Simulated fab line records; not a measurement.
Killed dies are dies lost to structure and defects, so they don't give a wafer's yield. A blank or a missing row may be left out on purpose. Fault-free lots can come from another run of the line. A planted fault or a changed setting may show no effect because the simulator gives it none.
fab line records ; flow n5-finfet
record: lots: 24; wafers: 72; last-day: 17
route steps=1938 shown BEOL_M2@899
lots that met no fault: taken from a fault-free run of the same line
start-h: start of the lot's first displayed wafer, in hours after the record's first day ; wait-h: hours from the lot's prior step to this one ; " as in the row above ; L1.1+2: one row covering several wafers at once ; - no value present, or no start provided ; * or withheld: withheld ; < > ~ a bound
route shown NAME@n: names a module that has steps shown in the file, with the first one's number in the route ; usual: the fault-free wafers' mean and standard deviation ; same: alike in all rows ; chamber/n: place in a boat ; sites: each site's reading ; _std_site: the values' standard deviation ; _edge_site: mean of outer sites minus mean of inner sites ; radius-mm: for every site, how far away it sits from the centre of the wafer ; mask NAME#n: copy n ; behind: the most recent tool/chamber to have shaped the wafer ; hold: why the lot went on hold/how many hours it stayed there/how the hold came to an end ; device: which transistor (n, p or np) failed to switch ; end of line: the same wafers' tests at the end of the route ; for a step that has no rows: nothing shown but its recipe ; killed: count of dies lost to structure and defects at first sort (not the wafer's yield) ; map: per-die view of a wafer (x killed, . not killed, _ where there is no die)
set.NAME: the setting as run; set.NAME@STEP: as run at that earlier step ; model.NAME: the simulator's own value behind a step, which no gauge read
one table for each step of the route and one row for each wafer, over a sample of lots
== steps ==
step: N5_BEOL_M2_DEGAS_44
recipe: ambient: vacuum; temp-c: 250; time-s: 60
usual: heater-power-w: 327/23
same: time-s: 60
lot.wafer;tool;chamber;start-h;wait-h;heater-power-w
L074.1;pvd-sputter-03;-;136.03;0.1;347
L074.3;pvd-sputter-03;-;136.03;0.1;315
L074.5;pvd-sputter-03;-;136.03;0.1;285
L075.3;pvd-sputter-02;-;150.53;0.2;348
L075.5;pvd-sputter-02;-;150.53;0.2;353
L075.6;pvd-sputter-02;-;150.53;0.2;328
L077.1;pvd-sputter-02;-;154.11;0.2;326
L077.4;pvd-sputter-02;-;154.11;0.2;333
L077.6;pvd-sputter-02;-;154.11;0.2;324
L076.1;pvd-sputter-03;-;162.84;0.5;342
L076.4;pvd-sputter-03;-;162.84;0.5;331
L076.5;pvd-sputter-03;-;162.84;0.5;340
L078.1;pvd-sputter-01;-;166.41;0.2;263
L078.2;pvd-sputter-01;-;166.41;0.2;318
L078.3;pvd-sputter-01;-;166.41;0.2;316
L079.2;pvd-sputter-02;-;168.31;0.1;340
L079.3;pvd-sputter-02;-;168.31;0.1;335
L079.5;pvd-sputter-02;-;168.31;0.1;325
L080.1;pvd-sputter-01;-;170.93;0.3;316
L080.2;pvd-sputter-01;-;170.93;0.3;266
L080.6;pvd-sputter-01;-;170.93;0.3;318
L081.2;pvd-sputter-03;-;205.11;0.3;284
L081.4;pvd-sputter-03;-;205.11;0.3;318
L081.5;pvd-sputter-03;-;205.11;0.3;286
L084.1;pvd-sputter-02;-;205.26;0.4;345
L084.3;pvd-sputter-02;-;205.26;0.4;349
L084.5;pvd-sputter-02;-;205.26;0.4;321
L083.1;pvd-sputter-03;-;207.97;0.2;341
L083.3;pvd-sputter-03;-;207.97;0.2;345
L083.5;pvd-sputter-03;-;207.97;0.2;347
L082.3;pvd-sputter-03;-;209.02;0.2;317
L082.4;pvd-sputter-03;-;209.02;0.2;281
L082.5;pvd-sputter-03;-;209.02;0.2;289
L085.2;pvd-sputter-01;-;211.55;0.6;268
L085.4;pvd-sputter-01;-;211.55;0.6;346
L085.5;pvd-sputter-01;-;211.55;0.6;349
L086.2;pvd-sputter-02;-;218.33;0.6;347
L086.4;pvd-sputter-02;-;218.33;0.6;324
L086.6;pvd-sputter-02;-;218.33;0.6;326
L087.2;pvd-sputter-03;-;224.61;0.2;349
L087.3;pvd-sputter-03;-;224.61;0.2;275
L087.4;pvd-sputter-03;-;224.61;0.2;318
L088.3;pvd-sputter-02;-;226.67;0.0;347
L088.4;pvd-sputter-02;-;226.67;0.0;346
L088.5;pvd-sputter-02;-;226.67;0.0;341
L089.1;pvd-sputter-03;-;230.10;0.1;341
L089.3;pvd-sputter-03;-;230.10;0.1;322
L089.4;pvd-sputter-03;-;230.10;0.1;292
L090.1;pvd-sputter-02;-;247.31;0.1;339
L090.2;pvd-sputter-02;-;247.31;0.1;324
L090.3;pvd-sputter-02;-;247.31;0.1;339
L092.1;pvd-sputter-02;-;252.89;0.2;344
L092.4;pvd-sputter-02;-;252.89;0.2;337
L092.5;pvd-sputter-02;-;252.89;0.2;338
L091.1;pvd-sputter-01;-;256.50;0.3;320
L091.2;pvd-sputter-01;-;256.50;0.3;261
L091.5;pvd-sputter-01;-;256.50;0.3;266
L093.1;pvd-sputter-02;-;258.92;0.3;338
L093.2;pvd-sputter-02;-;258.92;0.3;349
L093.5;pvd-sputter-02;-;258.92;0.3;347
L094.2;pvd-sputter-02;-;261.53;0.1;326
L094.3;pvd-sputter-02;-;261.53;0.1;342
L094.5;pvd-sputter-02;-;261.53;0.1;351
L095.2;pvd-sputter-02;-;273.81;0.4;345
L095.4;pvd-sputter-02;-;273.81;0.4;330
L095.6;pvd-sputter-02;-;273.81;0.4;332
L096.1;pvd-sputter-03;-;277.20;0.2;342
L096.2;pvd-sputter-03;-;277.20;0.2;320
L096.6;pvd-sputter-03;-;277.20;0.2;280
L097.1;pvd-sputter-02;-;277.33;0.0;347
L097.2;pvd-sputter-02;-;277.33;0.0;341
L097.4;pvd-sputter-02;-;277.33;0.0;351
step: N5_BEOL_M2_SURFACE_TREAT_85
recipe: gas: Ar; time-s: *; ion-energy-ev: *; ion-current-ma-cm2: 0.5; pressure-mtorr: *; ar-flow-sccm: 30
usual: throttle-valve-pct: *
same: time-s: *
lot.wafer;tool;chamber;start-h;wait-h;throttle-valve-pct
L074.1;pvd-sputter-01;-;136.37;0.1;*
L074.3;pvd-sputter-01;-;136.37;0.1;*
L074.5;pvd-sputter-01;-;136.37;0.1;*
L075.3;pvd-sputter-03;-;150.89;0.1;*
L075.5;pvd-sputter-03;-;150.89;0.1;*
L075.6;pvd-sputter-03;-;150.89;0.1;*
L077.1;pvd-sputter-02;-;154.61;0.2;*
L077.4;pvd-sputter-02;-;154.61;0.2;*
L077.6;pvd-sputter-02;-;154.61;0.2;*
L076.1;pvd-sputter-02;-;165.35;2.1;*
L076.4;pvd-sputter-02;-;165.35;2.1;*
L076.5;pvd-sputter-02;-;165.35;2.1;*
L078.1;pvd-sputter-01;-;166.81;0.2;*
L078.2;pvd-sputter-01;-;166.81;0.2;*
L078.3;pvd-sputter-01;-;166.81;0.2;*
L079.2;pvd-sputter-02;-;168.64;0.1;*
L079.3;pvd-sputter-02;-;168.64;0.1;*
L079.5;pvd-sputter-02;-;168.64;0.1;*
L080.1;pvd-sputter-02;-;171.27;0.1;*
L080.2;pvd-sputter-02;-;171.27;0.1;*
L080.6;pvd-sputter-02;-;171.27;0.1;*
L081.2;pvd-sputter-03;-;205.61;0.3;*
L081.4;pvd-sputter-03;-;205.61;0.3;*
L081.5;pvd-sputter-03;-;205.61;0.3;*
L084.1;pvd-sputter-03;-;205.65;0.2;*
L084.3;pvd-sputter-03;-;205.65;0.2;*
L084.5;pvd-sputter-03;-;205.65;0.2;*
L083.1;pvd-sputter-01;-;208.29;0.1;*
L083.3;pvd-sputter-01;-;208.29;0.1;*
L083.5;pvd-sputter-01;-;208.29;0.1;*
L082.3;pvd-sputter-01;-;210.57;1.1;*
L082.4;pvd-sputter-01;-;210.57;1.1;*
L082.5;pvd-sputter-01;-;210.57;1.1;*
L085.2;pvd-sputter-01;-;211.95;0.2;*
L085.4;pvd-sputter-01;-;211.95;0.2;*
L085.5;pvd-sputter-01;-;211.95;0.2;*
L086.2;pvd-sputter-02;-;218.73;0.2;*
L086.4;pvd-sputter-02;-;218.73;0.2;*
L086.6;pvd-sputter-02;-;218.73;0.2;*
L087.2;pvd-sputter-02;-;224.98;0.1;*
L087.3;pvd-sputter-02;-;224.98;0.1;*
L087.4;pvd-sputter-02;-;224.98;0.1;*
L088.3;pvd-sputter-01;-;227.00;0.1;*
L088.4;pvd-sputter-01;-;227.00;0.1;*
L088.5;pvd-sputter-01;-;227.00;0.1;*
L089.1;pvd-sputter-03;-;230.47;0.1;*
L089.3;pvd-sputter-03;-;230.47;0.1;*
L089.4;pvd-sputter-03;-;230.47;0.1;*
L090.1;pvd-sputter-01;-;247.63;0.1;*
L090.2;pvd-sputter-01;-;247.63;0.1;*
L090.3;pvd-sputter-01;-;247.63;0.1;*
L092.1;pvd-sputter-01;-;253.22;0.1;*
L092.4;pvd-sputter-01;-;253.22;0.1;*
L092.5;pvd-sputter-01;-;253.22;0.1;*
L091.1;pvd-sputter-03;-;258.08;1.2;*
L091.2;pvd-sputter-03;-;258.08;1.2;*
L091.5;pvd-sputter-03;-;258.08;1.2;*
L093.1;pvd-sputter-02;-;259.25;0.1;*
L093.2;pvd-sputter-02;-;259.25;0.1;*
L093.5;pvd-sputter-02;-;259.25;0.1;*
L094.2;pvd-sputter-02;-;261.95;0.2;*
L094.3;pvd-sputter-02;-;261.95;0.2;*
L094.5;pvd-sputter-02;-;261.95;0.2;*
L095.2;pvd-sputter-01;-;274.15;0.1;*
L095.4;pvd-sputter-01;-;274.15;0.1;*
L095.6;pvd-sputter-01;-;274.15;0.1;*
L096.1;pvd-sputter-03;-;277.58;0.2;*
L096.2;pvd-sputter-03;-;277.58;0.2;*
L096.6;pvd-sputter-03;-;277.58;0.2;*
L097.1;pvd-sputter-03;-;277.67;0.1;*
L097.2;pvd-sputter-03;-;277.67;0.1;*
L097.4;pvd-sputter-03;-;277.67;0.1;*
step: N5_BEOL_M2_SPUTTER_90
recipe: material: Cu; target-thk-a: 45; temp-c: -20; chamber-pressure-pa: 0.07; power-w: withheld; time-s: 8.29
usual: substrate-temp-c: -20.01/0.092; throttle-valve-pct: 29.7/1
same: time-s: 8.29
lot.wafer;tool;chamber;start-h;wait-h;substrate-temp-c;throttle-valve-pct
L074.1;pvd-sputter-01;-;137.69;0.1;-20.04;31.2
L074.3;pvd-sputter-01;-;137.69;0.1;-20.01;28.8
L074.5;pvd-sputter-01;-;137.69;0.1;-20.09;31.0
L075.3;pvd-sputter-02;-;152.53;0.1;-20.06;28.4
L075.5;pvd-sputter-02;-;152.53;0.1;-19.93;28.8
L075.6;pvd-sputter-02;-;152.53;0.1;-20.06;28.4
L077.1;pvd-sputter-01;-;157.41;0.1;-20.09;30.3
L077.4;pvd-sputter-01;-;157.41;0.1;-19.99;30.8
L077.6;pvd-sputter-01;-;157.41;0.1;-20.02;30.2
L076.1;pvd-sputter-02;-;166.93;0.1;-20.10;30.4
L076.4;pvd-sputter-02;-;166.93;0.1;-19.93;29.2
L076.5;pvd-sputter-02;-;166.93;0.1;-20.06;28.7
L078.1;pvd-sputter-03;-;168.54;0.1;-20.01;31.0
L078.2;pvd-sputter-03;-;168.54;0.1;-19.90;29.9
L078.3;pvd-sputter-03;-;168.54;0.1;-20.02;29.7
L079.2;pvd-sputter-01;-;169.99;0.1;-20.01;28.6
L079.3;pvd-sputter-01;-;169.99;0.1;-20.09;30.9
L079.5;pvd-sputter-01;-;169.99;0.1;-19.90;28.7
L080.1;pvd-sputter-03;-;172.66;0.1;-19.99;29.0
L080.2;pvd-sputter-03;-;172.66;0.1;-19.99;29.7
L080.6;pvd-sputter-03;-;172.66;0.1;-20.09;29.9
L081.2;pvd-sputter-02;-;206.96;0.1;-20.01;30.3
L081.4;pvd-sputter-02;-;206.96;0.1;-20.11;30.1
L081.5;pvd-sputter-02;-;206.96;0.1;-20.09;28.2
L084.1;pvd-sputter-03;-;207.23;0.1;-19.86;29.2
L084.3;pvd-sputter-03;-;207.23;0.1;-19.93;31.2
L084.5;pvd-sputter-03;-;207.23;0.1;-19.99;29.6
L083.1;pvd-sputter-01;-;209.83;0.1;-19.92;28.7
L083.3;pvd-sputter-01;-;209.83;0.1;-20.10;30.3
L083.5;pvd-sputter-01;-;209.83;0.1;-20.09;29.9
L082.3;pvd-sputter-02;-;211.89;0.1;-19.97;30.1
L082.4;pvd-sputter-02;-;211.89;0.1;-19.97;30.5
L082.5;pvd-sputter-02;-;211.89;0.1;-19.99;30.7
L085.2;pvd-sputter-01;-;213.57;0.1;-20.05;30.0
L085.4;pvd-sputter-01;-;213.57;0.1;-19.93;31.0
L085.5;pvd-sputter-01;-;213.57;0.1;-19.91;30.1
L086.2;pvd-sputter-01;-;220.16;0.1;-20.00;30.0
L086.4;pvd-sputter-01;-;220.16;0.1;-20.15;28.4
L086.6;pvd-sputter-01;-;220.16;0.1;-20.05;31.1
L087.2;pvd-sputter-03;-;226.35;0.1;-19.97;31.4
L087.3;pvd-sputter-03;-;226.35;0.1;-19.95;29.8
L087.4;pvd-sputter-03;-;226.35;0.1;-19.93;28.0
L088.3;pvd-sputter-01;-;228.32;0.1;-20.15;30.8
L088.4;pvd-sputter-01;-;228.32;0.1;-19.87;28.7
L088.5;pvd-sputter-01;-;228.32;0.1;-20.10;28.9
L089.1;pvd-sputter-01;-;232.32;0.1;-20.19;31.1
L089.3;pvd-sputter-01;-;232.32;0.1;-20.03;30.8
L089.4;pvd-sputter-01;-;232.32;0.1;-19.82;29.8
L090.1;pvd-sputter-01;-;248.95;0.1;-19.91;28.8
L090.2;pvd-sputter-01;-;248.95;0.1;-19.97;30.8
L090.3;pvd-sputter-01;-;248.95;0.1;-20.13;30.9
L092.1;pvd-sputter-02;-;254.54;0.1;-20.10;28.5
L092.4;pvd-sputter-02;-;254.54;0.1;-20.19;30.5
L092.5;pvd-sputter-02;-;254.54;0.1;-19.91;28.4
L091.1;pvd-sputter-03;-;259.48;0.1;-19.98;30.0
L091.2;pvd-sputter-03;-;259.48;0.1;-20.29;31.1
L091.5;pvd-sputter-03;-;259.48;0.1;-19.93;29.9
L093.1;pvd-sputter-02;-;260.61;0.1;-19.96;30.2
L093.2;pvd-sputter-02;-;260.61;0.1;-20.08;28.3
L093.5;pvd-sputter-02;-;260.61;0.1;-20.02;30.0
L094.2;pvd-sputter-02;-;263.77;0.1;-20.04;30.4
L094.3;pvd-sputter-02;-;263.77;0.1;-20.12;29.0
L094.5;pvd-sputter-02;-;263.77;0.1;-20.15;28.9
L095.2;pvd-sputter-03;-;275.68;0.1;-20.02;28.1
L095.4;pvd-sputter-03;-;275.68;0.1;-20.00;30.0
L095.6;pvd-sputter-03;-;275.68;0.1;-20.17;29.0
L096.1;pvd-sputter-02;-;278.93;0.1;-19.83;30.6
L096.2;pvd-sputter-02;-;278.93;0.1;-19.79;29.1
L096.6;pvd-sputter-02;-;278.93;0.1;-19.94;29.9
L097.1;pvd-sputter-01;-;282.07;0.1;-19.98;30.8
L097.2;pvd-sputter-01;-;282.07;0.1;-20.02;28.5
L097.4;pvd-sputter-01;-;282.07;0.1;-20.05;30.2
step: N5_BEOL_M2_ANNEAL_91
recipe: temp-c: 400; time-s: 240; ambient: vacuum
usual: heater-power-w: 808/68
same: time-s: 240
lot.wafer;tool;chamber;start-h;wait-h;heater-power-w
L074.1;pvd-sputter-01;-;137.77;0.0;787
L074.3;pvd-sputter-01;-;137.77;0.0;791
L074.5;pvd-sputter-01;-;137.77;0.0;782
L075.3;pvd-sputter-02;-;152.61;0.0;864
L075.5;pvd-sputter-02;-;152.61;0.0;838
L075.6;pvd-sputter-02;-;152.61;0.0;868
L077.1;pvd-sputter-01;-;157.49;0.0;662
L077.4;pvd-sputter-01;-;157.49;0.0;787
L077.6;pvd-sputter-01;-;157.49;0.0;649
L076.1;pvd-sputter-02;-;167.01;0.0;871
L076.4;pvd-sputter-02;-;167.01;0.0;810
L076.5;pvd-sputter-02;-;167.01;0.0;805
L078.1;pvd-sputter-03;-;168.62;0.0;864
L078.2;pvd-sputter-03;-;168.62;0.0;707
L078.3;pvd-sputter-03;-;168.62;0.0;809
L079.2;pvd-sputter-01;-;170.07;0.0;779
L079.3;pvd-sputter-01;-;170.07;0.0;792
L079.5;pvd-sputter-01;-;170.07;0.0;811
L080.1;pvd-sputter-03;-;172.74;0.0;804
L080.2;pvd-sputter-03;-;172.74;0.0;707
L080.6;pvd-sputter-03;-;172.74;0.0;710
L081.2;pvd-sputter-02;-;207.04;0.0;865
L081.4;pvd-sputter-02;-;207.04;0.0;840
L081.5;pvd-sputter-02;-;207.04;0.0;881
L084.1;pvd-sputter-03;-;207.31;0.0;810
L084.3;pvd-sputter-03;-;207.31;0.0;876
L084.5;pvd-sputter-03;-;207.31;0.0;704
L083.1;pvd-sputter-01;-;209.91;0.0;813
L083.3;pvd-sputter-01;-;209.91;0.0;642
L083.5;pvd-sputter-01;-;209.91;0.0;659
L082.3;pvd-sputter-02;-;211.97;0.0;850
L082.4;pvd-sputter-02;-;211.97;0.0;840
L082.5;pvd-sputter-02;-;211.97;0.0;855
L085.2;pvd-sputter-01;-;213.65;0.0;679
L085.4;pvd-sputter-01;-;213.65;0.0;849
L085.5;pvd-sputter-01;-;213.65;0.0;683
L086.2;pvd-sputter-01;-;220.24;0.0;659
L086.4;pvd-sputter-01;-;220.24;0.0;792
L086.6;pvd-sputter-01;-;220.24;0.0;781
L087.2;pvd-sputter-03;-;226.43;0.0;860
L087.3;pvd-sputter-03;-;226.43;0.0;718
L087.4;pvd-sputter-03;-;226.43;0.0;876
L088.3;pvd-sputter-01;-;228.40;0.0;890
L088.4;pvd-sputter-01;-;228.40;0.0;811
L088.5;pvd-sputter-01;-;228.40;0.0;783
L089.1;pvd-sputter-01;-;232.40;0.0;772
L089.3;pvd-sputter-01;-;232.40;0.0;883
L089.4;pvd-sputter-01;-;232.40;0.0;661
L090.1;pvd-sputter-01;-;249.03;0.0;790
L090.2;pvd-sputter-01;-;249.03;0.0;897
L090.3;pvd-sputter-01;-;249.03;0.0;771
L092.1;pvd-sputter-02;-;254.62;0.0;850
L092.4;pvd-sputter-02;-;254.62;0.0;872
L092.5;pvd-sputter-02;-;254.62;0.0;855
L091.1;pvd-sputter-03;-;259.56;0.0;724
L091.2;pvd-sputter-03;-;259.56;0.0;853
L091.5;pvd-sputter-03;-;259.56;0.0;702
L093.1;pvd-sputter-02;-;260.69;0.0;885
L093.2;pvd-sputter-02;-;260.69;0.0;861
L093.5;pvd-sputter-02;-;260.69;0.0;856
L094.2;pvd-sputter-02;-;263.85;0.0;859
L094.3;pvd-sputter-02;-;263.85;0.0;811
L094.5;pvd-sputter-02;-;263.85;0.0;825
L095.2;pvd-sputter-03;-;275.76;0.0;854
L095.4;pvd-sputter-03;-;275.76;0.0;729
L095.6;pvd-sputter-03;-;275.76;0.0;793
L096.1;pvd-sputter-02;-;279.01;0.0;855
L096.2;pvd-sputter-02;-;279.01;0.0;817
L096.6;pvd-sputter-02;-;279.01;0.0;833
L097.1;pvd-sputter-01;-;282.15;0.0;770
L097.2;pvd-sputter-01;-;282.15;0.0;813
L097.4;pvd-sputter-01;-;282.15;0.0;676
step: N5_BEOL_M2_ANNEAL_93
recipe: temp-c: 400; time-s: 240; ambient: vacuum
usual: heater-power-w: 807/68
same: time-s: 240
lot.wafer;tool;chamber;start-h;wait-h;heater-power-w
L074.1;pvd-sputter-01;-;137.99;0.0;794
L074.3;pvd-sputter-01;-;137.99;0.0;782
L074.5;pvd-sputter-01;-;137.99;0.0;792
L075.3;pvd-sputter-02;-;152.83;0.0;863
L075.5;pvd-sputter-02;-;152.83;0.0;818
L075.6;pvd-sputter-02;-;152.83;0.0;871
L077.1;pvd-sputter-01;-;157.71;0.0;660
L077.4;pvd-sputter-01;-;157.71;0.0;793
L077.6;pvd-sputter-01;-;157.71;0.0;654
L076.1;pvd-sputter-02;-;167.23;0.0;846
L076.4;pvd-sputter-02;-;167.23;0.0;805
L076.5;pvd-sputter-02;-;167.23;0.0;822
L078.1;pvd-sputter-03;-;168.84;0.0;854
L078.2;pvd-sputter-03;-;168.84;0.0;705
L078.3;pvd-sputter-03;-;168.84;0.0;793
L079.2;pvd-sputter-01;-;170.29;0.0;814
L079.3;pvd-sputter-01;-;170.29;0.0;791
L079.5;pvd-sputter-01;-;170.29;0.0;795
L080.1;pvd-sputter-03;-;172.96;0.0;817
L080.2;pvd-sputter-03;-;172.96;0.0;718
L080.6;pvd-sputter-03;-;172.96;0.0;704
L081.2;pvd-sputter-02;-;207.26;0.0;865
L081.4;pvd-sputter-02;-;207.26;0.0;852
L081.5;pvd-sputter-02;-;207.26;0.0;843
L084.1;pvd-sputter-03;-;207.53;0.0;787
L084.3;pvd-sputter-03;-;207.53;0.0;860
L084.5;pvd-sputter-03;-;207.53;0.0;711
L083.1;pvd-sputter-01;-;210.13;0.0;794
L083.3;pvd-sputter-01;-;210.13;0.0;664
L083.5;pvd-sputter-01;-;210.13;0.0;661
L082.3;pvd-sputter-02;-;212.19;0.0;860
L082.4;pvd-sputter-02;-;212.19;0.0;837
L082.5;pvd-sputter-02;-;212.19;0.0;846
L085.2;pvd-sputter-01;-;213.87;0.0;651
L085.4;pvd-sputter-01;-;213.87;0.0;863
L085.5;pvd-sputter-01;-;213.87;0.0;669
L086.2;pvd-sputter-01;-;220.46;0.0;652
L086.4;pvd-sputter-01;-;220.46;0.0;809
L086.6;pvd-sputter-01;-;220.46;0.0;802
L087.2;pvd-sputter-03;-;226.65;0.0;857
L087.3;pvd-sputter-03;-;226.65;0.0;718
L087.4;pvd-sputter-03;-;226.65;0.0;860
L088.3;pvd-sputter-01;-;228.62;0.0;870
L088.4;pvd-sputter-01;-;228.62;0.0;793
L088.5;pvd-sputter-01;-;228.62;0.0;789
L089.1;pvd-sputter-01;-;232.62;0.0;804
L089.3;pvd-sputter-01;-;232.62;0.0;874
L089.4;pvd-sputter-01;-;232.62;0.0;672
L090.1;pvd-sputter-01;-;249.25;0.0;817
L090.2;pvd-sputter-01;-;249.25;0.0;853
L090.3;pvd-sputter-01;-;249.25;0.0;805
L092.1;pvd-sputter-02;-;254.84;0.0;857
L092.4;pvd-sputter-02;-;254.84;0.0;830
L092.5;pvd-sputter-02;-;254.84;0.0;855
L091.1;pvd-sputter-03;-;259.78;0.0;713
L091.2;pvd-sputter-03;-;259.78;0.0;867
L091.5;pvd-sputter-03;-;259.78;0.0;706
L093.1;pvd-sputter-02;-;260.91;0.0;841
L093.2;pvd-sputter-02;-;260.91;0.0;872
L093.5;pvd-sputter-02;-;260.91;0.0;858
L094.2;pvd-sputter-02;-;264.07;0.0;850
L094.3;pvd-sputter-02;-;264.07;0.0;797
L094.5;pvd-sputter-02;-;264.07;0.0;810
L095.2;pvd-sputter-03;-;275.98;0.0;869
L095.4;pvd-sputter-03;-;275.98;0.0;703
L095.6;pvd-sputter-03;-;275.98;0.0;787
L096.1;pvd-sputter-02;-;279.23;0.0;861
L096.2;pvd-sputter-02;-;279.23;0.0;824
L096.6;pvd-sputter-02;-;279.23;0.0;885
L097.1;pvd-sputter-01;-;282.37;0.0;806
L097.2;pvd-sputter-01;-;282.37;0.0;801
L097.4;pvd-sputter-01;-;282.37;0.0;668
step: N5_BEOL_M2_RS_MEAS_58
recipe: thk-meas-gauge: four-point-probe; reads: Co_of_BEOL_M2_CO_CAP_55+Cu_of_BEOL_M2_ECD_50+Co_of_BEOL_M2_CVD_47+TaN_of_BEOL_M2_ALD_84
usual: M2_RS: 0.672/0.026
lot.wafer;tool;chamber;start-h;wait-h;M2_RS[ohm/sq]
L074.1;film-metro-02;-;139.40;0.0;0.682
L074.3;film-metro-02;-;139.40;0.0;0.650
L074.5;film-metro-02;-;139.40;0.0;0.645
L075.3;film-metro-02;-;154.36;0.1;0.726
L075.5;film-metro-02;-;154.36;0.1;0.685
L075.6;film-metro-02;-;154.36;0.1;0.698
L077.1;film-metro-02;-;159.16;0.1;0.690
L077.4;film-metro-02;-;159.16;0.1;0.675
L077.6;film-metro-02;-;159.16;0.1;0.686
L076.1;film-metro-01;-;168.65;0.0;0.663
L076.4;film-metro-01;-;168.65;0.0;0.672
L076.5;film-metro-01;-;168.65;0.0;0.710
L078.1;film-metro-01;-;170.25;0.0;0.700
L078.2;film-metro-01;-;170.25;0.0;0.689
L078.3;film-metro-01;-;170.25;0.0;0.698
L079.2;film-metro-02;-;172.07;0.1;0.673
L079.3;film-metro-02;-;172.07;0.1;0.656
L079.5;film-metro-02;-;172.07;0.1;0.670
L080.1;film-metro-02;-;174.38;0.0;0.701
L080.2;film-metro-02;-;174.38;0.0;0.632
L080.6;film-metro-02;-;174.38;0.0;0.649
L084.1;film-metro-02;-;209.15;0.0;0.661
L084.3;film-metro-02;-;209.15;0.0;0.641
L084.5;film-metro-02;-;209.15;0.0;0.653
L081.2;film-metro-01;-;209.16;0.1;0.739
L081.4;film-metro-01;-;209.16;0.1;0.740
L081.5;film-metro-01;-;209.16;0.1;0.696
L083.1;film-metro-02;-;211.76;0.0;0.669
L083.3;film-metro-02;-;211.76;0.0;0.670
L083.5;film-metro-02;-;211.76;0.0;0.663
L082.3;film-metro-01;-;213.60;0.1;0.663
L082.4;film-metro-01;-;213.60;0.1;0.666
L082.5;film-metro-01;-;213.60;0.1;0.655
L085.2;film-metro-01;-;215.58;0.1;0.664
L085.4;film-metro-01;-;215.58;0.1;0.702
L085.5;film-metro-01;-;215.58;0.1;0.631
L086.2;film-metro-01;-;221.90;0.1;0.660
L086.4;film-metro-01;-;221.90;0.1;0.691
L086.6;film-metro-01;-;221.90;0.1;0.646
L087.2;film-metro-02;-;228.06;0.1;0.687
L087.3;film-metro-02;-;228.06;0.1;0.647
L087.4;film-metro-02;-;228.06;0.1;0.672
L088.3;film-metro-02;-;230.02;0.1;0.656
L088.4;film-metro-02;-;230.02;0.1;0.684
L088.5;film-metro-02;-;230.02;0.1;0.679
L089.1;film-metro-02;-;234.28;0.0;0.734
L089.3;film-metro-02;-;234.28;0.0;0.688
L089.4;film-metro-02;-;234.28;0.0;0.656
L090.1;film-metro-01;-;250.66;0.0;0.702
L090.2;film-metro-01;-;250.66;0.0;0.667
L090.3;film-metro-01;-;250.66;0.0;0.643
L092.1;film-metro-01;-;256.25;0.0;0.642
L092.4;film-metro-01;-;256.25;0.0;0.623
L092.5;film-metro-01;-;256.25;0.0;0.680
L091.1;film-metro-01;-;261.31;0.0;0.666
L091.2;film-metro-01;-;261.31;0.0;0.712
L091.5;film-metro-01;-;261.31;0.0;0.652
L093.1;film-metro-02;-;262.50;0.0;0.660
L093.2;film-metro-02;-;262.50;0.0;0.616
L093.5;film-metro-02;-;262.50;0.0;0.674
L094.2;film-metro-01;-;265.47;0.1;0.662
L094.3;film-metro-01;-;265.47;0.1;0.669
L094.5;film-metro-01;-;265.47;0.1;0.648
L095.2;film-metro-01;-;277.39;0.1;0.696
L095.4;film-metro-01;-;277.39;0.1;0.685
L095.6;film-metro-01;-;277.39;0.1;0.688
L096.1;film-metro-01;-;280.64;0.0;0.695
L096.2;film-metro-01;-;280.64;0.0;0.684
L096.6;film-metro-01;-;280.64;0.0;0.668
L097.1;film-metro-01;-;284.10;0.0;0.647
L097.2;film-metro-01;-;284.10;0.0;0.694
L097.4;film-metro-01;-;284.10;0.0;0.713
== key ==
fault none
